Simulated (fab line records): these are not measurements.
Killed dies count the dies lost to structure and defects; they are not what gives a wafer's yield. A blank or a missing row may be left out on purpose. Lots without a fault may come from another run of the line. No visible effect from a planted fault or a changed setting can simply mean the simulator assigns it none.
Matching of chambers / flow nand_harc / NHARC_A_ZERO_WELL_ETCH_19 on rie_diel-03 has 4 sister chambers
The step etches the open film in N2/H2, target depth 80 nm, overetch 24 nm, time 87.88 s. 4 wafers are shown with their chamber, then 7 later ones without.

WAFERS WITH THEIR CHAMBER
wafer=L743.5; chamber=0; drypump_motor_current_A (A)=6.3
wafer=L749.5; chamber=1; drypump_motor_current_A (A)=5.9
wafer=L751.1; chamber=3; drypump_motor_current_A (A)=5.4
wafer=L751.4; chamber=2; drypump_motor_current_A (A)=5.0

WAFERS MISSING THEIR CHAMBER
wafer=L751.5; drypump_motor_current_A (A)=5.0
wafer=L752.2; drypump_motor_current_A (A)=5.0
wafer=L752.4; drypump_motor_current_A (A)=5.3
wafer=L752.5; drypump_motor_current_A (A)=5.0
wafer=L757.1; drypump_motor_current_A (A)=6.3
wafer=L757.2; drypump_motor_current_A (A)=5.0
wafer=L757.5; drypump_motor_current_A (A)=6.3

THE CHAMBER EACH PASSED THROUGH
wafer=L751.5; from the rows above=2; in truth=2
wafer=L752.2; from the rows above=2; in truth=2
wafer=L752.4; from the rows above=3; in truth=3
wafer=L752.5; from the rows above=2; in truth=2
wafer=L757.1; from the rows above=0; in truth=0
wafer=L757.2; from the rows above=2; in truth=2
wafer=L757.5; from the rows above=0; in truth=0
Placed correctly: 7 of 7. Can't be placed from these rows: 0. Wrongly placed: 0.
How it was worked out, from the rows above alone: a wafer's distance from a chamber is the root of the sum, over the readings, of the square of ((its reading less the chamber's mean) divided by the reading's scatter). The wafer belongs to the nearest chamber; if the next one is less than 2 further off, it can't be placed. For every chamber, the mean is computed from those of its wafers that are shown. The scatter (one wafer shown for each chamber): square how far every hidden wafer sits from the nearest shown wafer, average those squares and take the square root.
